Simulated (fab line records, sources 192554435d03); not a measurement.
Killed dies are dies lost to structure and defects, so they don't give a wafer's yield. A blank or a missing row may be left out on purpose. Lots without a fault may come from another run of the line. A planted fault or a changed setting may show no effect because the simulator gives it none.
fab line records | flow n5_finfet
record lots=9 wafers=27 last_day=18
route steps=1938 shown HKMG_FIN@386 BEOL_M4@1111 PASSIVATION@1936
lots that met no fault: from a run of the same line without faults
start_h: hours from the record's first day to the start of the lot's first wafer shown | wait_h: hours since the lot's step before | " the same as in the row above | L1.1+2: a row that stands for several wafers | - no value, or no start given | * or withheld: withheld | < > ~ a bound
route shown NAME@n: a module of which the file shows steps, and the number in the route of the first | usual: mean/standard deviation of fault-free wafers | same: alike in all rows | chamber/n: place in a boat | sites: the reading at each site | _std_site: their standard deviation | _edge_site: outer sites' mean less inner sites' | radius_mm: how far each site lies from the wafer's centre | mask NAME#n: copy n | behind: the tool/chamber that last shaped the wafer | hold: why the lot was held/for how many hours/how that ended | device: the transistor (n, p or np) that didn't switch | end of line: the same wafers' tests at the end of the route | a step without rows: its recipe alone | killed: dies lost to structure and defects at the first sort, not the wafer's yield | map: a wafer's dies, x killed, . not, _ none there
set.NAME: the setting as run; set.NAME@STEP: as run at that earlier step | model.NAME: the simulator's own value behind a step, which no gauge read
steps of the route over a sample of lots; a table a step, a row a wafer
services: from which hour (start_h, from the record's first day; less than 0 if before it) a tool's chamber was out of use, for how many hours, and why
## steps
# step N5_HKMG_FIN_HK_ALD_01
# recipe material=HfO2 target_thk_a=16 temp_c=withheld ald_precursor_family=HfCl4 ald_co_reactant=H2O pulse_time_s=3 purge_time_s=3 co_reactant_purge_time_s=2.5 co_reactant_pulse_time_s=0.3 ald_cycles=30
# usual precursor_pulse_height_rel=1.002/0.019
# columns lot.wafer tool chamber start_h wait_h precursor_pulse_height_rel since_wet_clean_h
L149.3 ald_hk-03 1 82.71 0.0 0.993 53
L149.5 " 0 " " 0.962 -
L149.6 " 1 " " 0.970 -
L152.1 ald_hk-01 2 102.41 0.0 1.024 982
L152.4 " 3 " " 0.978 982
L152.5 " 1 " " 1.001 -
L153.3 ald_hk-02 1 107.70 0.0 0.997 1884
L153.4 " 0 " " 1.002 1884
L153.5 " 2 " " 0.979 -
L154.1 ald_hk-01 0 113.83 0.0 1.014 994
L154.2 " 3 " " 1.004 994
L154.5 " 0 " " 0.965 -
L158.3 ald_hk-01 3 147.85 0.1 1.043 1028
L158.4 " 1 " " 0.996 1028
L158.5 " 0 " " 1.002 -
L162.1 ald_hk-01 2 162.82 0.0 1.010 1043
L162.3 " 1 " " 1.021 1043
L162.4 " 3 " " 0.991 1043
L163.1 ald_hk-02 2 165.68 0.0 1.008 1942
L163.2 " 3 " " 1.027 1942
L163.3 " 1 " " 1.017 1942
L167.3 ald_hk-03 3 191.35 0.0 0.999 161
L167.4 " 2 " " 1.008 161
L167.6 " 3 " " 1.007 -
L170.1 ald_hk-03 1 209.43 0.0 0.996 179
L170.4 " 0 " " 1.023 179
L170.5 " 0 " " 1.042 -
# step N5_HKMG_FIN_CD_MEAS_49
# recipe target_cd_nm=202 landing_energy_ev=500 detector=se_inlens polarity=opening
# usual cd_nm=202.3/0.79
# columns lot.wafer tool chamber start_h wait_h cd_nm
L149.3 cd_sem-02 0 83.65 - 203.1
L149.5 " 0 " " 202.2
L149.6 " 0 " " 202.6
L152.1 cd_sem-02 0 103.62 - 201.2
L152.4 " 0 " " 201.2
L152.5 " 0 " " 201.1
L153.3 cd_sem-01 0 108.95 - 203.6
L153.4 " 0 " " 203.0
L153.5 " 0 " " 202.9
L154.1 cd_sem-02 0 114.96 - 202.4
L154.2 " 0 " " 202.4
L154.5 " 0 " " 201.9
L158.3 cd_sem-03 0 149.03 - 203.0
L158.4 " 0 " " 202.3
L158.5 " 0 " " 202.4
L162.1 cd_sem-03 0 163.91 - 201.9
L162.3 " 0 " " 202.6
L162.4 " 0 " " 202.4
L163.1 cd_sem-03 0 166.63 - 201.4
L163.2 " 0 " " 201.2
L163.3 " 0 " " 200.6
L167.3 cd_sem-02 0 192.33 - 202.4
L167.4 " 0 " " 202.0
L167.6 " 0 " " 203.2
L170.1 cd_sem-03 0 212.27 - 203.9
L170.4 " 0 " " 203.4
L170.5 " 0 " " 203.3
# step N5_HKMG_FIN_STRIP_93
# recipe chemistry=N2/H2 material=SOC time_s=20 power_w=500 temp_c=40 pressure_mtorr=50 rf_frequency_hz=6e+07 bias_power_w=8 h2_frac=0.5 n2_flow_sccm=300 h2_flow_sccm=300
# usual drypump_motor_current_A=5.9/0.58 oes_product_au=0.76/0.075 rf_vpp_V=54.2/0.91 showerhead_plenum_p_Torr=3.33/0.1 temp_c=40.01/0.1 throttle_valve_pct=19.07/0.27
# columns lot.wafer tool chamber start_h wait_h drypump_motor_current_A oes_product_au rf_hours_counter_h rf_vpp_V showerhead_plenum_p_Torr temp_c throttle_valve_pct
L149.3 rie_diel-05 0 84.64 0.2 5.2 0.69 191 54.4 3.49 39.93 19.17
L149.5 " 1 " " 6.0 0.91 - 53.5 3.31 39.96 19.29
L149.6 " 2 " " 5.6 0.80 - 54.0 3.36 39.92 18.81
L152.1 rie_diel-01 2 104.43 0.2 6.7 0.78 140 53.4 3.37 40.13 18.87
L152.4 " 0 " " 6.2 0.70 232 54.0 3.19 40.01 19.60
L152.5 " 3 " " 5.9 0.71 - 54.9 3.45 40.05 18.77
L153.3 rie_diel-01 2 109.79 0.2 6.7 0.78 142 54.5 3.37 40.09 18.88
L153.4 " 3 " " 5.9 0.70 231 53.5 3.45 40.03 18.78
L153.5 " 3 " " 5.9 0.71 - 53.5 3.45 40.09 18.78
L154.1 rie_diel-05 1 115.78 0.2 6.0 0.89 42 54.9 3.30 40.01 19.32
L154.2 " 3 " " 6.7 0.74 183 54.8 3.20 39.85 19.25
L154.5 " 1 " " 6.0 0.88 - 54.4 3.30 39.91 19.32
L158.3 rie_diel-01 2 149.84 0.2 6.7 0.77 155 53.5 3.37 40.20 18.91
L158.4 " 1 " " 5.3 0.75 162 53.1 3.35 40.15 19.01
L158.5 " 1 " " 5.3 0.75 - 54.7 3.35 39.99 19.02
L162.1 rie_diel-05 1 164.73 0.2 6.0 0.86 61 53.2 3.29 39.87 19.36
L162.3 " 2 " " 5.6 0.78 133 53.0 3.35 40.17 18.87
L162.4 " 3 " " 6.7 0.72 200 52.6 3.19 40.10 19.28
L163.1 rie_diel-01 2 167.60 0.2 6.7 0.76 163 55.4 3.36 39.84 18.91
L163.2 " 1 " " 5.3 0.74 170 54.5 3.34 40.07 19.02
L163.3 " 3 " " 5.9 0.70 254 54.7 3.43 40.05 18.81
L167.3 rie_diel-05 1 193.14 0.2 6.1 0.85 72 54.6 3.29 40.19 19.37
L167.4 " 3 " " 6.7 0.72 210 53.2 3.19 39.90 19.27
L167.6 " 2 " " 5.6 0.77 - 52.2 3.35 40.09 18.88
L170.1 rie_diel-01 0 214.63 0.4 6.2 0.96 16 55.5 3.58 40.05 19.29
L170.4 " 0 " " 6.2 0.96 - 55.8 3.58 39.92 19.31
L170.5 " 2 " " 6.7 0.75 - 52.8 3.35 40.09 18.94
# step N5_HKMG_FIN_ALD_36
# recipe material=TiN target_thk_a=10 temp_c=400 ald_precursor_family=TiCl4 ald_co_reactant=NH3 pulse_time_s=1 purge_time_s=3 co_reactant_purge_time_s=2 co_reactant_pulse_time_s=2 ald_cycles=47 pressure_torr=3
# usual heater_power_w=849/120 precursor_pulse_height_rel=1.001/0.02
# columns lot.wafer tool chamber start_h wait_h heater_power_w precursor_pulse_height_rel since_wet_clean_h
L149.3 ald_metal-01 3 86.06 0.0 1012 0.968 2826
L149.5 " 0 " " 704 1.034 -
L149.6 " 1 " " 869 0.985 -
L152.1 ald_metal-04 0 106.18 0.0 930 1.053 4384
L152.4 " 3 " " 924 0.996 4384
L152.5 " 1 " " 794 1.000 -
L153.3 ald_metal-01 1 111.33 0.0 918 1.023 2851
L153.4 " 2 " " 627 1.010 2851
L153.5 " 1 " " 913 1.014 -
L154.1 ald_metal-04 3 117.46 0.0 936 1.002 4396
L154.2 " 2 " " 854 0.976 4396
L154.5 " 0 " " 936 0.997 -
L158.3 ald_metal-04 0 151.34 0.0 925 1.003 4430
L158.4 " 3 " " 949 1.000 4430
L158.5 " 3 " " 952 0.986 -
L162.1 ald_metal-03 3 166.14 0.0 835 1.007 5983
L162.3 " 1 " " 771 1.028 5983
L162.4 " 0 " " 1060 1.002 5983
L163.1 ald_metal-01 0 169.17 0.0 712 0.975 2909
L163.2 " 1 " " 892 1.020 2909
L163.3 " 2 " " 628 0.988 2909
L167.3 ald_metal-01 3 194.60 0.0 987 0.950 2934
L167.4 " 0 " " 711 0.994 2934
L167.6 " 0 " " 710 0.972 -
L170.1 ald_metal-04 0 216.17 0.0 903 0.980 4494
L170.4 " 1 " " 792 0.990 4494
L170.5 " 0 " " 884 1.002 -
# step N5_HKMG_FIN_THK_MEAS_70
# recipe thk_meas_gauge=xrf reads=HfO2_of_HKMG_FIN_HK_ALD_01
# usual HK_THK=1.602/0.017
# columns lot.wafer tool chamber start_h wait_h HK_THK[nm]
L149.3 film_metro-01 - 86.34 0.2 1.616
L149.5 " - " " 1.602
L149.6 " - " " 1.613
L152.1 film_metro-02 - 106.46 0.2 1.627
L152.4 " - " " 1.624
L152.5 " - " " 1.583
L153.3 film_metro-02 - 111.61 0.2 1.580
L153.4 " - " " 1.601
L153.5 " - " " 1.622
L154.1 film_metro-02 - 117.74 0.2 1.590
L154.2 " - " " 1.591
L154.5 " - " " 1.571
L158.3 film_metro-01 - 151.62 0.2 1.258
L158.4 " - " " 1.274
L158.5 " - " " 1.258
L162.1 film_metro-02 - 166.42 0.2 1.254
L162.3 " - " " 1.251
L162.4 " - " " 1.243
L163.1 film_metro-01 - 169.45 0.2 1.603
L163.2 " - " " 1.612
L163.3 " - " " 1.609
L167.3 film_metro-01 - 194.89 0.2 1.622
L167.4 " - " " 1.608
L167.6 " - " " 1.625
L170.1 film_metro-02 - 216.45 0.2 1.607
L170.4 " - " " 1.611
L170.5 " - " " 1.587
# step N5_BEOL_M4_RC_MEAS_101
# usual DIBL_N=36.5/2 DIBL_P=36.5/2.3 IOFF_N=0.16/0.036 IOFF_P=0.21/0.037 ION_N=672/12 ION_P=459/7.1 SS_N=71.6/0.73 SS_P=73.4/0.76 VT_N=250/3.3 VT_P=-250.5/2.9
# columns lot.wafer tool chamber start_h wait_h DIBL_N[mV/V] DIBL_P[mV/V] IOFF_N[nA/um] IOFF_P[nA/um] ION_N[uA/um] ION_P[uA/um] SS_N[mV/dec] SS_P[mV/dec] VT_N[mV] VT_P[mV]
L149.3 prober-01 0 186.54 0.3 36.6 33.7 0.13 0.17 661 458 71.9 72.1 251 -253.6
L149.5 " 0 " " 36.1 33.6 0.13 0.18 668 455 70.7 72.0 251 -250.0
L149.6 " 0 " " 38.4 36.9 0.17 0.22 687 471 72.0 73.1 245 -247.1
L152.1 prober-01 0 194.93 0.0 32.9 33.3 0.11 0.17 671 465 70.6 72.2 253 -255.8
L152.4 " 0 " " 36.0 36.4 0.15 0.21 682 468 70.7 73.5 249 -247.8
L152.5 " 0 " " 31.2 31.0 0.10 0.14 672 465 69.7 72.0 257 -254.7
L153.3 prober-02 0 201.96 0.3 37.3 35.9 0.20 0.24 665 450 71.8 73.2 244 -250.3
L153.4 " 0 " " 36.1 35.1 0.18 0.24 679 467 71.3 73.1 249 -250.9
L153.5 " 0 " " 35.4 33.9 0.17 0.21 689 470 71.3 73.8 246 -248.8
L154.1 prober-01 0 223.32 0.0 36.5 35.9 0.14 0.19 661 453 72.5 72.6 251 -252.4
L154.2 " 0 " " 38.1 39.1 0.18 0.24 683 469 72.6 73.7 249 -247.1
L154.5 " 0 " " 37.2 37.3 0.16 0.21 671 459 72.4 73.2 249 -249.2
L158.3 prober-02 0 260.43 0.3 36.6 37.2 0.17 0.23 676 463 71.1 73.9 250 -246.2
L158.4 " 0 " " 37.1 38.2 0.18 0.26 684 472 71.7 74.3 246 -246.0
L158.5 " 0 " " 34.2 34.3 0.12 0.18 663 460 70.6 72.4 255 -249.6
L163.1 prober-02 0 262.70 0.0 37.0 35.9 0.15 0.20 671 459 72.1 73.0 251 -251.3
L163.2 " 0 " " 37.3 34.9 0.14 0.19 645 444 71.8 72.9 253 -251.0
L163.3 " 0 " " 39.1 38.0 0.19 0.25 681 464 71.4 73.8 249 -246.2
L162.1 prober-01 0 263.28 0.0 35.6 38.7 0.16 0.20 675 459 71.5 74.3 250 -251.6
L162.3 " 0 " " 36.9 39.1 0.17 0.21 672 456 71.8 74.2 250 -252.3
L162.4 " 0 " " 33.8 34.8 0.12 0.15 659 451 71.3 72.7 255 -258.8
L167.3 prober-02 0 298.06 0.3 36.7 36.8 0.15 0.20 670 454 71.4 73.5 253 -255.1
L167.4 " 0 " " 38.1 38.8 0.17 0.22 671 458 71.5 73.9 248 -251.8
L167.6 " 0 " " 38.2 38.9 0.17 0.23 678 458 72.2 73.0 249 -251.8
L170.1 prober-01 0 332.06 0.0 38.1 40.2 0.19 0.21 671 457 71.6 75.2 249 -250.8
L170.4 " 0 " " 39.1 40.6 0.22 0.23 682 457 72.8 74.2 246 -251.5
L170.5 " 0 " " 38.8 41.3 0.21 0.23 675 456 72.4 74.7 248 -248.9
# step N5_PASSIVATION_PROBE_49
# usual defect_limited_yield=91.4/1.4 killed_at_M0_to_M3=33/11 killed_at_M4_up=13/5.3 killed_at_contacts=13/6.1 killed_at_front_end=40/11 killed_at_other=2.9/2.7 killed_dies=102/17 killed_open=68/13 killed_short=32/7.5 sort_bin_5_function=5.1/0.98 sort_bin_6_memory=3.2/0.69 sort_bin_8_speed=0.1/1.1 sort_n_pass=1077/21 sort_yield_pct=91.3/1.7
# same gross_dies=1180 killed_at_back_side=0 sort_bin_4_leakage[%]=0
# columns lot.wafer tool chamber start_h wait_h defect_limited_yield[%] killed_at_M0_to_M3 killed_at_M4_up killed_at_contacts killed_at_front_end killed_at_other killed_dies killed_open killed_short sort_bin_5_function[%] sort_bin_6_memory[%] sort_bin_8_speed[%] sort_n_pass sort_yield_pct[%]
L149.3 prober-01 - 305.62 0.1 90.7 24 9 22 53 2 110 67 41 5.2 3.6 0 1070 90.7
L149.5 prober-01 - 305.72 0.2 91.2 32 10 28 31 3 104 68 36 6.0 2.6 0 1076 91.2
L149.6 prober-01 - 305.77 0.3 89.9 28 22 33 33 3 119 75 41 6.0 3.3 0 1061 89.9
L152.1 prober-02 - 316.17 0.0 90.8 29 13 9 51 6 108 56 52 5.8 2.5 0 1072 90.8
L152.4 prober-02 - 316.32 0.2 88.6 26 9 24 65 10 134 96 37 7.1 3.8 0 1046 88.6
L152.5 prober-02 - 316.37 0.2 91.0 25 7 11 60 3 106 73 33 5.0 3.8 0 1074 91.0
L163.1 prober-02 - 383.31 0.0 92.0 24 19 17 34 0 94 63 31 4.2 3.3 0 1086 92.0
L163.2 prober-02 - 383.36 0.1 89.3 65 15 6 40 0 126 78 47 6.9 3.6 0.3 1051 89.1
L163.3 prober-02 - 383.41 0.1 92.1 47 9 9 26 2 93 55 37 4.6 3.1 0 1087 92.1
L158.3 prober-02 - 390.38 0.1 91.1 36 11 10 35 13 105 66 32 4.5 3.3 0 1075 91.1
L158.4 prober-02 - 390.43 0.2 92.3 28 7 13 39 4 91 57 31 3.9 3.2 0 1089 92.3
L158.5 prober-02 - 390.48 0.2 90.6 39 12 10 45 5 111 75 30 5.3 3.5 0 1069 90.6
L162.1 prober-02 - 391.82 0.0 90.5 32 15 10 51 4 112 65 38 6.0 2.7 0 1068 90.5
L162.3 prober-02 - 391.92 0.1 90.1 31 20 15 49 2 117 75 39 5.6 3.8 0 1063 90.1
L162.4 prober-02 - 391.97 0.2 90.6 31 18 11 46 5 111 78 27 5.0 3.6 0 1069 90.6
L167.3 prober-01 - 409.07 0.1 90.2 38 10 34 30 4 116 80 35 5.8 3.7 0 1064 90.2
L167.4 prober-01 - 409.12 0.2 89.1 40 9 22 45 13 129 91 35 6.3 4.5 0 1051 89.1
L167.6 prober-01 - 409.22 0.3 90.9 34 18 30 21 4 107 81 25 5.1 3.7 0 1073 90.9
L170.1 prober-02 - 437.13 0.0 92.2 38 10 6 35 3 92 56 36 4.7 2.7 0 1088 92.2
L170.4 prober-02 - 437.28 0.2 92.1 35 5 9 41 3 93 66 25 5.1 2.6 0 1087 92.1
L170.5 prober-02 - 437.33 0.2 91.8 29 12 13 42 1 97 63 32 5.4 2.5 0 1083 91.8
# killed by level:class
L149.3 FIN_SAQP:geometric_particle:open=19 FIN_SAQP:geometric_particle:short=13 MOL_CONTACT_COAG:geometric_particle:open=13 MOL_CONTACT_COAG:geometric_particle:short=9 BEOL_M3:geometric_particle:open=6 BEOL_M4:geometric_particle:open=6 STARTING-WAFER:geometric_particle:open=6 BEOL_M0_SAQP:geometric_particle:short=4
L149.5 MOL_CONTACT_COAG:geometric_particle:open=22 FIN_SAQP:geometric_particle:open=10 STI_FIN_REVEAL:geometric_particle:open=9 BEOL_M0_SAQP:geometric_particle:short=7 MOL_CONTACT_COAG:geometric_particle:short=6 BEOL_M4:geometric_particle:open=6 BEOL_M0_SAQP:geometric_particle:open=5 BEOL_M0:geometric_particle:short=5
L149.6 MOL_CONTACT_COAG:geometric_particle:open=24 MOL_CONTACT_COAG:geometric_particle:short=9 BEOL_M1:geometric_particle:open=9 BEOL_M4:geometric_particle:open=9 FIN_SAQP:geometric_particle:open=8 STI_FIN_REVEAL:geometric_particle:open=5 GATE_CUT:geometric_particle:short=5 BEOL_M1:geometric_particle:short=4
L152.1 FIN_SAQP:geometric_particle:open=17 FIN_SAQP:geometric_particle:short=15 BEOL_M2:geometric_particle:short=10 MOL_CONTACT_COAG:geometric_particle:open=7 BEOL_M0_SAQP:geometric_particle:open=5 BEOL_M4:geometric_particle:open=5 BEOL_M1:geometric_particle:short=4 STI_FIN_REVEAL:geometric_particle:open=3
L152.4 FIN_SAQP:geometric_particle:open=24 MOL_CONTACT_COAG:geometric_particle:open=21 STI_FIN_REVEAL:geometric_particle:open=18 BEOL_M2:geometric_particle:short=9 FIN_SAQP:geometric_particle:short=8 BEOL_M0_SAQP:geometric_particle:open=6 STI_FIN_REVEAL:geometric_particle:short=4 STARTING-WAFER:geometric_particle:open=4
L152.5 FIN_SAQP:geometric_particle:open=16 STI_FIN_REVEAL:geometric_particle:open=10 MOL_CONTACT_COAG:geometric_particle:open=9 FIN_SAQP:geometric_particle:short=7 GATE_CUT:geometric_particle:short=7 STARTING-WAFER:geometric_particle:short=7 BEOL_M3:geometric_particle:open=7 DUMMY_GATE:geometric_particle:open=6
L163.1 MOL_CONTACT_COAG:geometric_particle:open=13 FIN_SAQP:geometric_particle:short=10 BEOL_M4:geometric_particle:open=9 BEOL_M2:geometric_particle:open=6 STARTING-WAFER:geometric_particle:open=6 FIN_SAQP:geometric_particle:open=4 STI_FIN_REVEAL:geometric_particle:open=4 MOL_CONTACT_COAG:geometric_particle:short=4
L163.2 BEOL_M1:geometric_particle:open=16 BEOL_M0_SAQP:geometric_particle:short=12 FIN_SAQP:geometric_particle:short=11 BEOL_M0_SAQP:geometric_particle:open=9 FIN_SAQP:geometric_particle:open=8 BEOL_M0:geometric_particle:open=7 DUMMY_GATE:geometric_particle:open=5 BEOL_M1:geometric_particle:short=5
L163.3 BEOL_M0_SAQP:geometric_particle:open=15 MOL_CONTACT_COAG:geometric_particle:open=9 BEOL_M0_SAQP:geometric_particle:short=8 FIN_SAQP:geometric_particle:short=6 BEOL_M1:geometric_particle:open=6 GATE_CUT:geometric_particle:short=5 BEOL_M3:geometric_particle:open=5 BEOL_M2:geometric_particle:open=4
L158.3 BEOL_M0_SAQP:geometric_particle:open=11 BEOL_M0_SAQP:geometric_particle:short=10 MOL_CONTACT_COAG:geometric_particle:open=9 STARTING-WAFER:geometric_particle:short=7 HKMG_FIN:area_ald=7 FIN_SAQP:geometric_particle:open=6 BEOL_M2:geometric_particle:open=6 PASS1_CAP:geometric_particle:open=5
L158.4 BEOL_M2:geometric_particle:open=12 FIN_SAQP:geometric_particle:open=11 MOL_CONTACT_COAG:geometric_particle:open=10 GATE_CUT:geometric_particle:short=8 BEOL_M0_SAQP:geometric_particle:open=4 BEOL_M0_SAQP:geometric_particle:short=4 STARTING-WAFER:geometric_particle:short=4 STARTING-WAFER:geometric_particle:open=4
L158.5 FIN_SAQP:geometric_particle:open=12 MOL_CONTACT_COAG:geometric_particle:open=9 BEOL_M4:geometric_particle:open=9 FIN_SAQP:geometric_particle:short=8 BEOL_M2:geometric_particle:open=8 BEOL_M0_SAQP:geometric_particle:open=7 BEOL_M0_SAQP:geometric_particle:short=7 BEOL_M1:geometric_particle:open=7
L162.1 BEOL_M3:geometric_particle:open=11 FIN_SAQP:geometric_particle:open=10 STI_FIN_REVEAL:geometric_particle:open=9 MOL_CONTACT_COAG:geometric_particle:open=8 FIN_SAQP:geometric_particle:short=7 BEOL_M0_SAQP:geometric_particle:open=7 BEOL_M0_SAQP:geometric_particle:short=7 HKMG_FIN:area_ald=6
L162.3 FIN_SAQP:geometric_particle:open=11 MOL_CONTACT_COAG:geometric_particle:open=11 STI_FIN_REVEAL:geometric_particle:open=9 BEOL_M0_SAQP:geometric_particle:open=8 BEOL_M2:geometric_particle:open=6 FIN_SAQP:geometric_particle:short=5 BEOL_M0_SAQP:geometric_particle:short=5 BEOL_M3:geometric_particle:open=5
L162.4 STI_FIN_REVEAL:geometric_particle:open=18 MOL_CONTACT_COAG:geometric_particle:open=10 BEOL_M0_SAQP:geometric_particle:open=10 FIN_SAQP:geometric_particle:open=9 BEOL_M0_SAQP:geometric_particle:short=8 BEOL_M4:geometric_particle:open=6 BEOL_M3:geometric_particle:open=5 STARTING-WAFER:geometric_particle:short=5
L167.3 MOL_CONTACT_COAG:geometric_particle:open=31 BEOL_M0_SAQP:geometric_particle:short=8 BEOL_M1:geometric_particle:open=8 BEOL_M3:geometric_particle:open=8 GATE_CUT:geometric_particle:short=6 BEOL_M0_SAQP:geometric_particle:open=5 STI_FIN_REVEAL:geometric_particle:open=4 BEOL_M2:geometric_particle:open=4
L167.4 STI_FIN_REVEAL:geometric_particle:open=19 MOL_CONTACT_COAG:geometric_particle:open=19 BEOL_M0_SAQP:geometric_particle:short=9 BEOL_M1:geometric_particle:open=9 BEOL_M4:geometric_particle:open=7 BEOL_M0_SAQP:geometric_particle:open=6 BEOL_M2:geometric_particle:open=6 PASS1_CAP:geometric_particle:open=5
L167.6 MOL_CONTACT_COAG:geometric_particle:open=25 BEOL_M0_SAQP:geometric_particle:open=11 BEOL_M2:geometric_particle:open=10 BEOL_M4:geometric_particle:open=10 MOL_CONTACT_COAG:geometric_particle:short=5 FIN_SAQP:geometric_particle:open=3 DUMMY_GATE:geometric_particle:short=3 ILD0:geometric_particle:open=3
L170.1 STI_FIN_REVEAL:geometric_particle:open=12 BEOL_M0_SAQP:geometric_particle:short=11 BEOL_M3:geometric_particle:open=10 BEOL_M0_SAQP:geometric_particle:open=7 BEOL_M4:geometric_particle:open=7 FIN_SAQP:geometric_particle:open=4 MOL_CONTACT_COAG:geometric_particle:open=4 BEOL_M1:geometric_particle:open=4
L170.4 DUMMY_GATE:geometric_particle:open=13 BEOL_M3:geometric_particle:open=12 BEOL_M1:geometric_particle:open=9 FIN_SAQP:geometric_particle:short=8 MOL_CONTACT_COAG:geometric_particle:open=8 STI_FIN_REVEAL:geometric_particle:open=6 BEOL_M0_SAQP:geometric_particle:open=5 FIN_SAQP:geometric_particle:open=3
L170.5 STI_FIN_REVEAL:geometric_particle:open=12 MOL_CONTACT_COAG:geometric_particle:open=12 FIN_SAQP:geometric_particle:short=9 BEOL_M1:geometric_particle:open=7 BEOL_M3:geometric_particle:open=6 FIN_SAQP:geometric_particle:open=5 STARTING-WAFER:geometric_particle:short=5 STI_FIN_REVEAL:geometric_particle:short=4
## services
# columns tool chamber start_h hours kind
ald_hk-01 - 70.78 28.1 pm
ald_metal-01 1 74.10 8.1 repair
rie_diel-05 - 88.48 0.2 repair
rie_diel-05 2 106.14 16.1 repair
rie_diel-05 1 116.27 3.7 repair
ald_metal-04 - 121.19 1.0 repair
ald_hk-03 - 126.65 8.7 pm
ald_hk-02 - 143.41 0.6 repair
rie_diel-01 0 153.21 - clean
rie_diel-01 0 153.21 - consumable_replace:focus_ring
rie_diel-01 0 153.21 - consumable_replace:showerhead
rie_diel-01 0 153.21 21.3 scheduled_down
rie_diel-01 0 153.21 21.3 vent_cycle
rie_diel-05 0 156.68 4.6 repair
rie_diel-01 3 183.44 7.2 repair
rie_diel-01 3 190.78 - clean
rie_diel-01 3 190.78 - consumable_replace:esc
rie_diel-01 3 190.78 - consumable_replace:focus_ring
rie_diel-01 3 190.78 31.4 scheduled_down
rie_diel-01 3 190.78 31.4 vent_cycle
ald_metal-03 2 193.46 5.1 repair
ald_hk-03 - 195.74 0.9 repair
ald_metal-03 - 214.41 0.8 repair
## key
first_sign step=N5_HKMG_FIN_THK_MEAS_70 reading=HK_THK direction=down sigmas=21 usual=1.602 struck=1.256
effect none on later readings
met_at N5_HKMG_FIN_HK_ALD_01
struck_lots L158,L162
not_acting_at N5_HKMG_FIN_CD_MEAS_49,N5_HKMG_FIN_STRIP_93,N5_HKMG_FIN_ALD_36
onset_between 113.83 147.85
fault kind=site_profile_drift tool=ald_hk-01 chamber=- onset_h=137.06 steps=N5_HKMG_FIN_HK_ALD_01 basis=fraction max_abs_drift=0.47414 slope_share_per_hr=105.36 site_pattern=0,0,0,0,0,-1,-1,-1,-1
